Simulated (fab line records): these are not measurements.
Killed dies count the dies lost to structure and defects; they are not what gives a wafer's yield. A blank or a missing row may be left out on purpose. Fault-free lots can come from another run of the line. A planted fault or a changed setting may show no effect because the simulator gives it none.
fab line records	flow nandHarc
record: lots: 24	wafers: 72	lastDay: 25
route steps=1159 shown P_ZERO_WELL@31 P_GATE@124 P_M0@282 P_M1@311 P_M2@348 P_BONDPAD@351
lots that met no fault: taken from a fault-free run of the same line
startH: the number of hours between the record's first day and the start of the first shown wafer of the lot	waitH: how many hours have passed since the lot's step before this one	" unchanged from the row above	L1.1+2: a row that stands for several wafers	- value missing, or start not given	* or withheld: withheld	< > ~ a bound
route shown NAME@n: names a module that has steps shown in the file, with the first one's number in the route	usual: average and standard deviation across the fault-free wafers	same: alike in all rows	chamber/n: place in a boat	sites: readings site by site	_std_site: standard deviation of those values	_edge_site: inner sites' mean taken away from outer sites' mean	radiusMm: for every site, how far away it sits from the centre of the wafer	mask NAME#n: copy n	behind: the tool/chamber that last shaped the wafer	hold: why the lot was held/for how many hours/how that ended	device: names the non-switching transistor (n, p or np)	end of line: at the end of the route, the tests of the same wafers	step lacking rows: just its recipe	killed: dies that structure and defects cost at the first sort, which is not the same as the wafer's yield	map: the dies of a wafer, with x for killed, . for not killed, _ for no die there
set.NAME: the setting that was run; set.NAME@STEP: the one run at that earlier step	model.NAME: the simulator's own value behind a step, which no gauge read
one table for each step of the route and one row for each wafer, over a sample of lots
services: a tool's chamber out of use, with start hour (startH, from the record's first day; less than 0 if before it), hours out, and reason
== steps ==
step: NHARC_P_ZERO_WELL_DESCUM_26
recipe: timeS: 3	o2FlowSccm: 200	arFlowSccm: 0	biasPowerW: 0	chemistry: O2
usual: drypumpMotorCurrentA: 5.6/0.53	oesProductAu: 1.004/0.0097	rfVppV: 57.8/0.96	showerheadPlenumPTorr: 1.92/0.089	throttleValvePct: 11.311/0.0091
lot.wafer	tool	chamber	startH	waitH	drypumpMotorCurrentA	oesProductAu	rfHoursCounterH	rfVppV	showerheadPlenumPTorr	throttleValvePct
L074.2	rieDiel-01	3	14.65	-	5.8	1.015	3	56.6	2.04	11.311
L074.1	"	1	"	"	6.5	1.006	3	58.8	1.94	11.307
L074.5	"	0	"	"	5.8	1.015	-	57.9	1.86	11.316
L075.1	rieDiel-01	2	20.78	-	5.1	1.003	4	57.2	1.79	11.308
L075.3	"	3	"	"	5.9	1.014	3	60.7	2.04	11.298
L075.6	"	3	"	"	5.9	1.019	-	58.1	2.04	11.331
L076.2	rieDiel-03	0	26.66	-	5.3	1.004	12	57.7	1.92	11.313
L076.3	"	1	"	"	4.9	0.998	11	58.1	1.94	11.297
L076.5	"	1	"	"	5.0	1.001	-	57.2	1.94	11.295
L077.3	rieDiel-07	2	32.72	-	5.4	1.007	9	58.0	1.97	11.311
L077.2	"	1	"	"	5.4	1.004	10	56.1	1.95	11.331
L077.5	"	1	"	"	5.4	1.010	-	57.9	1.95	11.300
L078.3	rieDiel-01	0	38.64	-	5.8	1.002	4	57.0	1.86	11.318
L078.2	"	1	"	"	6.6	1.010	5	58.7	1.94	11.318
L078.5	"	3	"	"	5.9	1.014	-	58.6	2.04	11.318
L079.4	rieDiel-01	2	44.73	-	5.2	1.001	5	56.7	1.79	11.300
L079.3	"	3	"	"	5.9	1.004	5	60.0	2.04	11.309
L079.5	"	2	"	"	5.2	0.997	-	56.6	1.79	11.331
L080.1	rieDiel-07	0	50.91	-	5.1	0.997	10	58.2	2.00	11.317
L080.4	"	1	"	"	5.4	1.006	-	57.8	1.95	11.313
L080.6	"	0	"	"	5.1	1.010	-	59.8	2.00	11.306
L081.1	rieDiel-03	0	56.68	-	5.3	1.005	1	58.7	1.91	11.307
L081.6	"	2	"	"	6.6	1.005	-	58.2	1.79	11.302
L081.5	"	3	"	"	6.3	0.991	-	58.1	2.03	11.326
L082.2	rieDiel-01	3	62.77	-	5.9	1.018	6	58.9	2.04	11.300
L082.4	"	3	"	"	5.9	1.017	-	59.4	2.04	11.313
L082.6	"	0	"	"	5.9	0.994	-	57.0	1.86	11.320
L083.3	rieDiel-03	2	68.91	-	6.6	1.002	2	57.0	1.79	11.313
L083.1	"	3	"	"	6.3	0.987	2	57.2	2.03	11.304
L083.4	"	0	"	"	5.3	1.001	2	57.2	1.91	11.314
L084.2	rieDiel-07	2	74.79	-	5.4	0.988	1	57.7	1.97	11.296
L084.1	"	0	"	"	5.1	1.023	1	56.8	2.00	11.305
L084.3	"	1	"	"	5.4	1.005	1	57.5	1.95	11.313
L085.3	rieDiel-01	0	80.51	-	5.8	0.998	8	58.3	1.86	11.308
L085.1	"	3	"	"	5.9	1.011	9	57.2	2.04	11.310
L085.6	"	3	"	"	5.9	1.006	-	56.4	2.04	11.326
L086.3	rieDiel-07	1	86.75	-	5.4	1.012	2	57.7	1.95	11.316
L086.4	"	2	"	"	5.4	1.002	2	57.2	1.97	11.300
L086.6	"	1	"	"	5.4	1.007	-	56.6	1.95	11.302
L087.6	rieDiel-03	1	92.67	-	5.0	0.997	-	57.6	1.94	11.311
L087.4	"	2	"	"	6.6	0.978	-	57.7	1.79	11.304
L087.5	"	0	"	"	5.3	0.994	-	56.8	1.91	11.297
L088.3	rieDiel-01	0	98.74	-	5.9	1.007	9	58.0	1.86	11.311
L088.1	"	3	"	"	5.9	1.011	10	58.8	2.04	11.303
L088.5	"	2	"	"	5.1	1.004	-	57.1	1.79	11.307
L089.2	rieDiel-01	3	104.78	-	5.9	1.011	10	58.7	2.04	11.305
L089.4	"	0	"	"	5.9	1.000	9	57.6	1.86	11.307
L089.6	"	2	"	"	5.2	1.010	-	56.6	1.79	11.303
L090.1	rieDiel-01	3	110.76	-	5.9	1.011	10	59.2	2.04	11.325
L090.4	"	0	"	"	5.9	1.001	10	58.3	1.86	11.325
L090.3	"	1	"	"	6.5	1.015	6	58.3	1.94	11.310
L091.4	rieDiel-03	2	116.49	-	6.6	0.990	6	56.4	1.79	11.297
L091.2	"	3	"	"	6.3	0.984	7	58.6	2.03	11.301
L091.3	"	1	"	"	4.9	0.999	6	56.9	1.94	11.310
L092.4	rieDiel-01	0	122.79	-	5.8	0.987	10	56.6	1.86	11.303
L092.3	"	1	"	"	6.6	1.018	6	58.6	1.94	11.313
L092.5	"	3	"	"	5.9	1.009	-	58.4	2.04	11.315
L093.2	rieDiel-07	0	128.89	-	5.1	1.017	6	59.0	2.00	11.319
L093.4	"	3	"	"	5.2	1.000	5	57.5	1.82	11.317
L093.5	"	1	"	"	5.4	1.005	-	57.0	1.95	11.317
L094.1	rieDiel-07	3	134.66	-	5.2	1.013	6	59.4	1.82	11.309
L094.2	"	0	"	"	5.1	1.018	6	58.6	2.00	11.312
L094.3	"	1	"	"	5.4	0.999	5	59.2	1.95	11.307
L095.4	rieDiel-07	3	140.62	-	5.2	1.007	6	56.0	1.82	11.309
L095.3	"	2	"	"	5.4	0.991	5	56.6	1.97	11.330
L095.5	"	0	"	"	5.0	1.016	-	56.6	2.00	11.301
L096.4	rieDiel-03	1	146.75	-	5.0	0.999	8	56.9	1.94	11.332
L096.3	"	2	"	"	6.6	1.001	8	58.2	1.79	11.323
L096.6	"	2	"	"	6.6	0.992	-	58.5	1.79	11.316
L097.3	rieDiel-07	2	152.77	-	5.4	0.998	6	56.8	1.97	11.313
L097.6	"	2	"	"	5.4	0.999	-	58.3	1.97	11.304
L097.5	"	3	"	"	5.2	1.003	-	57.4	1.82	11.322
step: NHARC_P_GATE_DESCUM_13
recipe: timeS: 3	o2FlowSccm: 200	arFlowSccm: 0	biasPowerW: 0	chemistry: O2
usual: drypumpMotorCurrentA: 5.8/0.41	oesProductAu: 1.004/0.0076	rfVppV: 57.8/0.83	showerheadPlenumPTorr: 1.91/0.072	throttleValvePct: 11.309/0.0084
lot.wafer	tool	chamber	startH	waitH	drypumpMotorCurrentA	oesProductAu	rfHoursCounterH	rfVppV	showerheadPlenumPTorr	throttleValvePct
L074.1	rieDiel-08	3	77.88	-	5.5	0.999	26	57.6	1.92	11.309
L074.2	"	0	"	"	5.7	1.016	27	57.0	1.91	11.300
L074.5	"	0	"	"	5.7	1.007	-	56.5	1.91	11.303
L075.1	rieDiel-08	3	78.00	-	5.5	0.998	26	59.3	1.92	11.322
L075.3	"	0	"	"	5.7	1.012	27	57.5	1.91	11.313
L075.6	"	2	"	"	5.8	0.998	-	56.9	1.79	11.317
L077.2	rieDiel-10	2	93.84	-	5.2	1.004	36	57.6	1.98	11.297
L077.3	"	0	"	"	5.7	1.016	38	57.8	1.93	11.315
L077.5	"	3	"	"	5.7	1.006	-	56.3	1.97	11.300
L076.2	rieDiel-10	3	94.02	-	5.7	1.008	37	59.1	1.97	11.323
L076.3	"	1	"	"	5.2	1.006	36	57.5	1.83	11.313
L076.5	"	3	"	"	5.6	0.997	-	58.8	1.97	11.298
L078.3	rieDiel-10	2	94.17	-	5.2	1.009	36	58.3	1.98	11.300
L078.2	"	1	"	"	5.2	0.990	36	57.0	1.83	11.299
L078.5	"	3	"	"	5.7	1.005	-	58.3	1.97	11.301
L080.1	rieDiel-08	3	106.99	-	5.5	1.001	30	58.6	1.92	11.292
L080.4	"	0	"	"	5.8	1.009	31	57.8	1.91	11.298
L080.6	"	2	"	"	5.8	0.997	-	57.0	1.79	11.310
L079.4	rieDiel-10	3	107.15	-	5.7	0.999	42	55.9	1.97	11.312
L079.3	"	0	"	"	5.8	1.005	43	58.6	1.93	11.316
L079.5	"	2	"	"	5.2	1.010	-	57.4	1.98	11.312
L081.1	rieDiel-11	0	114.63	-	6.1	0.994	23	57.8	1.81	11.328
L081.5	"	2	"	"	6.1	1.002	-	57.0	1.95	11.304
L081.6	"	3	"	"	6.6	1.006	-	60.4	1.98	11.320
L082.4	rieDiel-10	1	121.57	-	5.2	0.999	44	56.5	1.83	11.294
L082.2	"	3	"	"	5.7	1.000	46	57.7	1.97	11.320
L082.6	"	1	"	"	5.2	1.001	-	57.6	1.83	11.301
L084.1	rieDiel-11	3	133.78	-	6.5	1.006	29	57.7	1.97	11.315
L084.2	"	0	"	"	6.1	1.002	30	59.3	1.80	11.299
L084.3	"	2	"	"	6.0	1.008	27	57.9	1.94	11.306
L083.4	rieDiel-08	0	133.94	-	5.8	1.008	0	56.7	1.91	11.309
L083.3	"	2	"	"	5.8	1.007	0	59.1	1.79	11.315
L083.1	"	3	"	"	5.6	1.009	0	58.7	1.92	11.311
L085.3	rieDiel-11	0	142.99	-	6.1	0.993	33	57.3	1.80	11.299
L085.1	"	1	"	"	6.1	1.004	32	57.9	1.90	11.315
L085.6	"	0	"	"	6.1	0.991	-	57.8	1.80	11.309
L086.4	rieDiel-08	0	154.42	-	5.8	1.006	2	58.4	1.91	11.292
L086.3	"	1	"	"	6.5	1.010	2	56.6	2.03	11.308
L086.6	"	2	"	"	5.8	1.007	-	57.1	1.79	11.312
L087.4	rieDiel-11	0	154.56	-	6.1	1.008	35	57.6	1.80	11.301
L087.5	"	0	"	"	6.1	1.003	-	57.9	1.80	11.308
L087.6	"	1	"	"	6.1	1.004	-	58.1	1.90	11.305
L088.1	rieDiel-11	1	154.72	-	6.1	1.008	36	58.1	1.90	11.306
L088.3	"	2	"	"	6.1	1.001	34	58.5	1.94	11.298
L088.5	"	2	"	"	6.0	1.011	-	59.1	1.94	11.317
L089.2	rieDiel-10	1	164.98	-	5.2	0.985	61	56.6	1.82	11.303
L089.4	"	3	"	"	5.7	0.980	64	58.4	1.96	11.286
L089.6	"	2	"	"	5.2	0.988	-	56.6	1.97	11.304
L091.3	rieDiel-11	0	170.67	-	6.1	0.997	43	57.8	1.80	11.297
L091.2	"	1	"	"	6.1	1.009	42	57.7	1.90	11.294
L091.4	"	2	"	"	6.1	1.003	40	57.2	1.94	11.311
L090.1	rieDiel-08	1	170.74	-	6.5	1.012	6	59.4	2.03	11.312
L090.4	"	3	"	"	5.5	1.015	5	57.8	1.92	11.292
L090.3	"	0	"	"	5.8	1.004	6	57.5	1.90	11.305
L093.2	rieDiel-08	2	190.03	-	5.8	1.003	8	58.2	1.79	11.313
L093.4	"	1	"	"	6.4	1.018	9	57.9	2.02	11.322
L093.5	"	2	"	"	5.8	1.011	-	57.7	1.79	11.309
L092.3	rieDiel-10	2	190.19	-	5.2	1.000	1	56.5	1.97	11.307
L092.4	"	3	"	"	5.7	1.019	2	58.7	1.96	11.316
L092.5	"	3	"	"	5.7	1.017	-	59.0	1.96	11.297
L094.3	rieDiel-10	3	194.90	-	5.7	1.005	3	57.2	1.96	11.301
L094.2	"	0	"	"	5.8	0.998	3	58.0	1.92	11.315
L094.1	"	1	"	"	5.1	0.992	3	56.8	1.82	11.316
L095.3	rieDiel-08	2	201.36	-	5.8	1.008	11	56.9	1.79	11.313
L095.4	"	0	"	"	5.8	1.004	11	58.1	1.90	11.323
L095.5	"	1	"	"	6.5	1.009	-	57.8	2.02	11.308
L096.3	rieDiel-11	3	201.40	-	6.6	0.996	54	56.5	1.97	11.311
L096.4	"	1	"	"	6.1	0.999	55	58.1	1.90	11.306
L096.6	"	3	"	"	6.6	0.995	-	59.3	1.97	11.298
L097.3	rieDiel-08	0	213.28	-	5.8	1.008	13	58.3	1.90	11.306
L097.6	"	1	"	"	6.5	1.022	-	57.9	2.02	11.319
L097.5	"	2	"	"	5.8	1.012	-	56.6	1.79	11.312
step: NHARC_P_M0_INSPECT_27
usual: rawDefectCount: 299/140
lot.wafer	tool	chamber	startH	waitH	rawDefectCount
L074.1	defectInspect-02	-	128.55	0.0	412
L074.2	"	-	"	"	430
L074.5	"	-	"	"	482
L075.1	defectInspect-01	-	132.02	0.0	87
L075.3	"	-	"	"	265
L075.6	"	-	"	"	152
L077.2	defectInspect-01	-	135.42	0.0	311
L077.3	"	-	"	"	349
L077.5	"	-	"	"	210
L078.2	defectInspect-01	-	136.51	0.0	440
L078.3	"	-	"	"	438
L078.5	"	-	"	"	335
L076.2	defectInspect-02	-	142.97	0.0	226
L076.3	"	-	"	"	325
L076.5	"	-	"	"	206
L079.3	defectInspect-01	-	148.99	0.0	300
L079.4	"	-	"	"	285
L079.5	"	-	"	"	221
L080.1	defectInspect-02	-	154.76	0.0	247
L080.4	"	-	"	"	224
L080.6	"	-	"	"	375
L081.1	defectInspect-01	-	159.96	0.0	140
L081.5	"	-	"	"	188
L081.6	"	-	"	"	267
L082.2	defectInspect-01	-	169.54	0.1	470
L082.4	"	-	"	"	734
L082.6	"	-	"	"	303
L083.1	defectInspect-01	-	174.90	0.0	260
L083.3	"	-	"	"	241
L083.4	"	-	"	"	176
L084.1	defectInspect-02	-	175.63	0.0	666
L084.2	"	-	"	"	624
L084.3	"	-	"	"	455
L085.1	defectInspect-02	-	188.29	0.0	316
L085.3	"	-	"	"	240
L085.6	"	-	"	"	209
L086.3	defectInspect-02	-	199.58	0.0	345
L086.4	"	-	"	"	229
L086.6	"	-	"	"	423
L088.1	defectInspect-02	-	200.26	0.0	385
L088.3	"	-	"	"	258
L088.5	"	-	"	"	534
L087.4	defectInspect-02	-	200.85	0.0	242
L087.5	"	-	"	"	315
L087.6	"	-	"	"	139
L089.2	defectInspect-01	-	216.84	0.0	256
L089.4	"	-	"	"	438
L089.6	"	-	"	"	321
L091.2	defectInspect-02	-	217.53	0.0	370
L091.3	"	-	"	"	306
L091.4	"	-	"	"	283
L090.1	defectInspect-01	-	218.07	0.0	250
L090.3	"	-	"	"	315
L090.4	"	-	"	"	375
L093.2	defectInspect-01	-	233.85	0.0	287
L093.4	"	-	"	"	256
L093.5	"	-	"	"	528
L092.3	defectInspect-01	-	234.23	0.0	334
L092.4	"	-	"	"	374
L092.5	"	-	"	"	212
L094.1	defectInspect-02	-	235.70	0.0	100
L094.2	"	-	"	"	180
L094.3	"	-	"	"	254
L095.3	defectInspect-02	-	243.19	0.0	176
L095.4	"	-	"	"	193
L095.5	"	-	"	"	94
L096.3	defectInspect-01	-	243.34	0.0	167
L096.4	"	-	"	"	137
L096.6	"	-	"	"	371
L097.3	defectInspect-02	-	259.58	0.0	208
L097.5	"	-	"	"	173
L097.6	"	-	"	"	210
step: NHARC_P_M1_CMP_23
recipe: tOverpolishS: 20	targetThkNm: 157.82
usual: motorCurrentA: 11.4/1.2	slurryFilterDpKPa: 13.52/0.15	timeToEndpointS: 27.8/2.4
lot.wafer	tool	chamber	startH	waitH	motorCurrentA	slurryFilterDpKPa	timeToEndpointS
L074.1	cmp-04	2	132.23	-	13.1	13.65	33.2
L074.2	"	3	"	"	10.0	13.08	31.8
L074.5	"	2	"	"	12.6	13.78	32.1
L075.3	cmp-01	3	135.74	-	11.0	13.42	29.6
L075.1	"	2	"	"	13.6	13.53	30.9
L075.6	"	3	"	"	11.0	13.49	30.7
L077.2	cmp-02	0	139.17	-	10.4	13.55	29.1
L077.3	"	2	"	"	12.8	13.66	25.0
L077.5	"	1	"	"	10.9	13.27	24.2
L078.2	cmp-04	0	140.15	-	10.9	13.50	28.7
L078.3	"	1	"	"	12.4	13.40	32.0
L078.5	"	3	"	"	10.5	13.42	29.5
L076.3	cmp-04	0	146.86	-	10.5	13.44	27.8
L076.2	"	1	"	"	11.7	13.61	28.0
L076.5	"	0	"	"	10.2	13.49	24.3
L079.3	cmp-02	0	152.77	-	10.8	13.65	27.7
L079.4	"	1	"	"	10.7	13.49	27.1
L079.5	"	2	"	"	13.4	13.52	22.5
L080.1	cmp-02	2	158.52	-	12.4	13.53	24.9
L080.4	"	3	"	"	10.8	13.75	28.1
L080.6	"	1	"	"	10.2	13.34	28.8
L081.1	cmp-02	0	164.01	-	10.4	13.50	31.4
L081.5	"	2	"	"	12.8	13.24	25.8
L081.6	"	3	"	"	11.1	13.40	30.4
L082.2	cmp-04	3	174.77	-	10.6	13.38	30.6
L082.4	"	0	"	"	10.9	13.71	26.7
L082.6	"	1	"	"	12.1	13.45	29.5
L083.3	cmp-02	2	178.50	-	12.7	13.50	22.2
L083.1	"	3	"	"	10.9	13.36	26.5
L083.4	"	1	"	"	10.4	13.35	25.8
L084.3	cmp-02	1	179.39	-	10.3	13.21	26.1
L084.1	"	2	"	"	13.1	13.52	24.3
L084.2	"	3	"	"	10.9	13.53	26.5
L085.1	cmp-01	1	192.18	-	11.2	13.81	22.9
L085.3	"	3	"	"	11.2	13.38	28.6
L085.6	"	2	"	"	13.3	13.82	26.3
L086.4	cmp-02	1	203.30	-	11.0	13.40	30.7
L086.3	"	3	"	"	10.8	13.49	27.4
L086.6	"	2	"	"	12.2	13.73	24.3
L088.1	cmp-01	3	204.04	-	10.9	13.45	27.2
L088.3	"	0	"	"	11.0	13.56	24.3
L088.5	"	1	"	"	10.9	13.56	23.0
L087.4	cmp-02	3	204.70	-	10.8	13.81	27.8
L087.6	"	0	"	"	10.7	13.31	28.2
L087.5	"	1	"	"	10.4	13.52	25.3
L089.2	cmp-04	3	220.56	-	10.2	13.61	29.0
L089.4	"	0	"	"	10.0	13.27	26.0
L089.6	"	3	"	"	9.7	13.42	29.1
L091.3	cmp-02	2	221.08	-	13.0	13.39	25.9
L091.2	"	0	"	"	10.4	13.59	29.9
L091.4	"	1	"	"	10.5	13.37	29.2
L090.4	cmp-01	2	221.80	-	13.4	13.19	26.7
L090.1	"	3	"	"	11.5	13.44	25.6
L090.3	"	0	"	"	11.4	13.44	25.7
L093.4	cmp-04	3	237.44	-	10.1	13.61	29.1
L093.2	"	2	"	"	13.9	13.68	28.9
L093.5	"	3	"	"	10.2	13.68	26.6
L092.3	cmp-02	3	237.93	-	10.4	13.49	29.3
L092.4	"	2	"	"	13.0	13.29	25.9
L092.5	"	0	"	"	10.7	13.43	28.3
L094.1	cmp-02	0	239.56	-	9.7	13.65	31.2
L094.2	"	1	"	"	10.5	13.58	28.3
L094.3	"	3	"	"	10.6	13.67	30.0
L095.3	cmp-01	0	246.81	-	11.5	13.36	30.0
L095.4	"	3	"	"	11.2	13.39	26.3
L095.5	"	0	"	"	11.9	13.42	27.3
L096.4	cmp-02	1	247.77	-	10.5	13.65	25.9
L096.3	"	3	"	"	10.3	13.41	28.1
L096.6	"	0	"	"	11.3	13.31	28.6
L097.3	cmp-02	3	263.33	-	10.7	13.68	25.6
L097.6	"	2	"	"	13.0	13.53	25.1
L097.5	"	3	"	"	10.8	13.59	27.3
step: NHARC_P_M2_INSPECT_27
usual: rawDefectCount: 358/140
lot.wafer	tool	chamber	startH	waitH	rawDefectCount
L074.1	defectInspect-01	-	137.22	0.0	318
L074.2	"	-	"	"	466
L074.5	"	-	"	"	514
L075.1	defectInspect-02	-	140.36	0.0	820
L075.3	"	-	"	"	706
L075.6	"	-	"	"	713
L077.2	defectInspect-02	-	143.90	0.0	229
L077.3	"	-	"	"	254
L077.5	"	-	"	"	465
L078.2	defectInspect-01	-	145.24	0.0	588
L078.3	"	-	"	"	415
L078.5	"	-	"	"	535
L076.2	defectInspect-02	-	151.47	0.0	314
L076.3	"	-	"	"	248
L076.5	"	-	"	"	239
L079.3	defectInspect-01	-	157.34	0.0	482
L079.4	"	-	"	"	407
L079.5	"	-	"	"	440
L080.1	defectInspect-01	-	164.07	0.0	666
L080.4	"	-	"	"	293
L080.6	"	-	"	"	307
L081.1	defectInspect-02	-	168.92	0.0	289
L081.5	"	-	"	"	404
L081.6	"	-	"	"	178
L082.2	defectInspect-01	-	179.20	0.0	292
L082.4	"	-	"	"	211
L082.6	"	-	"	"	294
L083.1	defectInspect-01	-	183.15	0.0	690
L083.3	"	-	"	"	219
L083.4	"	-	"	"	334
L084.1	defectInspect-01	-	184.05	0.0	242
L084.2	"	-	"	"	450
L084.3	"	-	"	"	432
L085.1	defectInspect-01	-	196.80	0.0	196
L085.3	"	-	"	"	269
L085.6	"	-	"	"	371
L086.3	defectInspect-02	-	207.94	0.0	315
L086.4	"	-	"	"	347
L086.6	"	-	"	"	479
L088.1	defectInspect-02	-	208.62	0.0	275
L088.3	"	-	"	"	207
L088.5	"	-	"	"	192
L087.4	defectInspect-02	-	209.55	0.0	250
L087.5	"	-	"	"	214
L087.6	"	-	"	"	293
L089.2	defectInspect-01	-	225.21	0.0	365
L089.4	"	-	"	"	209
L089.6	"	-	"	"	576
L091.2	defectInspect-02	-	225.76	0.0	570
L091.3	"	-	"	"	325
L091.4	"	-	"	"	448
L090.1	defectInspect-02	-	226.57	0.0	208
L090.3	"	-	"	"	210
L090.4	"	-	"	"	178
L093.2	defectInspect-02	-	242.18	0.0	334
L093.4	"	-	"	"	225
L093.5	"	-	"	"	275
L092.3	defectInspect-01	-	242.55	0.0	241
L092.4	"	-	"	"	280
L092.5	"	-	"	"	454
L094.1	defectInspect-02	-	244.12	0.0	493
L094.2	"	-	"	"	728
L094.3	"	-	"	"	414
L095.3	defectInspect-02	-	251.82	0.0	268
L095.4	"	-	"	"	149
L095.5	"	-	"	"	176
L096.3	defectInspect-02	-	252.42	0.0	468
L096.4	"	-	"	"	411
L096.6	"	-	"	"	358
L097.3	defectInspect-02	-	267.94	0.0	164
L097.5	"	-	"	"	363
L097.6	"	-	"	"	410
step: NHARC_P_BONDPAD_DEP_00
recipe: targetThkA: 2500	tempC: 370	targetThkNm: 250	pressureTorr: 3	flowSccm: 200	rfW: 450	material: SiCN
usual: heaterPowerW: 588/84	showerheadVppV: 1279/73
lot.wafer	tool	chamber	startH	waitH	heaterPowerW	showerheadVppV
L074.1	pecvd-03	0	137.95	0.4	588	1199
L074.2	"	1	"	"	691	1196
L074.5	"	2	"	"	683	1325
L075.1	pecvd-01	1	141.14	0.5	685	1308
L075.3	"	0	"	"	462	1255
L075.6	"	1	"	"	568	1304
L077.2	pecvd-03	1	144.50	-	610	1192
L077.3	"	2	"	"	649	1276
L077.5	"	2	"	"	658	1297
L078.2	pecvd-03	2	145.99	0.5	714	1298
L078.3	"	0	"	"	525	1221
L078.5	"	1	"	"	600	1197
L076.2	pecvd-02	2	152.03	-	507	1323
L076.3	"	1	"	"	637	1316
L076.5	"	2	"	"	519	1350
L079.4	pecvd-01	1	158.19	0.5	642	1310
L079.3	"	0	"	"	395	1250
L079.5	"	1	"	"	674	1312
L080.1	pecvd-03	1	-	-	675	1191
L080.4	"	2	"	"	671	1264
L080.6	"	1	"	"	662	1208
L081.1	pecvd-03	0	-	-	534	1227
L081.5	"	1	"	"	704	1188
L081.6	"	2	"	"	674	1298
L082.2	pecvd-03	1	179.81	-	694	1214
L082.6	"	0	"	"	601	1204
L082.4	"	2	"	"	681	1289
L083.3	pecvd-02	0	183.76	-	538	1226
L083.1	"	1	"	"	520	1353
L083.4	"	1	"	"	540	1334
L084.2	pecvd-02	0	184.85	-	549	1246
L084.3	"	1	"	"	534	1311
L084.1	"	2	"	"	540	1339
L085.1	pecvd-01	1	-	-	647	1294
L085.3	"	0	"	"	450	1260
L085.6	"	0	"	"	444	1256
L086.3	pecvd-03	1	208.53	-	607	1202
L086.4	"	2	"	"	707	1290
L086.6	"	0	"	"	591	1222
L088.1	pecvd-03	2	209.18	-	696	1277
L088.3	"	0	"	"	594	1221
L088.5	"	2	"	"	678	1296
L087.6	pecvd-01	2	-	-	620	1446
L087.5	"	0	"	"	471	1247
L087.4	"	1	"	"	659	1287
L089.2	pecvd-01	2	225.86	-	726	1445
L089.4	"	0	"	"	450	1255
L089.6	"	2	"	"	721	1466
L091.3	pecvd-01	1	226.37	-	681	1310
L091.2	"	2	"	"	720	1449
L091.4	"	2	"	"	584	1446
L090.1	pecvd-01	2	-	-	630	1480
L090.3	"	1	"	"	672	1316
L090.4	"	0	"	"	482	1257
L093.2	pecvd-03	2	242.84	-	584	1289
L093.5	"	0	"	"	569	1206
L093.4	"	2	"	"	613	1299
L092.3	pecvd-03	0	243.13	-	579	1194
L092.4	"	2	"	"	664	1272
L092.5	"	1	"	"	686	1174
L094.1	pecvd-02	2	-	-	570	1348
L094.3	"	0	"	"	482	1231
L094.2	"	1	"	"	490	1329
L095.3	pecvd-02	1	-	-	575	1335
L095.5	"	2	"	"	532	1312
L095.4	"	0	"	"	473	1236
L096.3	pecvd-02	2	253.33	-	569	1346
L096.6	"	0	"	"	489	1251
L096.4	"	2	"	"	569	1356
L097.3	pecvd-01	2	268.49	-	695	1443
L097.5	"	2	"	"	714	1463
L097.6	"	0	"	"	474	1232
== services ==
tool	chamber	startH	hours	kind
rieDiel-01	1	-3.50	6.5	repair
rieDiel-10	-	-0.49	9.0	pm
pecvd-03	0	4.49	6.3	repair
pecvd-03	2	8.39	18.5	repair
rieDiel-01	0	19.28	3.9	repair
rieDiel-08	3	27.17	7.7	repair
cmp-02	-	30.50	4.0	pm
pecvd-03	-	44.64	2.4	repair
cmp-02	-	48.22	0.6	repair
cmp-02	-	49.45	6.3	repair
rieDiel-08	1	51.22	32.3	repair
rieDiel-01	1	53.12	51.3	repair
cmp-02	-	107.86	1.8	repair
pecvd-03	-	111.27	13.0	pm
rieDiel-08	-	124.82	9.0	pm
cmp-02	-	126.63	1.0	repair
cmp-02	-	128.57	4.0	pm
rieDiel-01	-	138.14	9.0	pm
cmp-02	-	150.66	0.3	repair
rieDiel-08	2	165.39	1.7	repair
cmp-02	-	211.43	4.2	repair
rieDiel-08	0	221.21	8.3	repair
cmp-02	-	226.57	4.0	pm
cmp-02	-	252.59	1.2	repair
== key ==
fault none
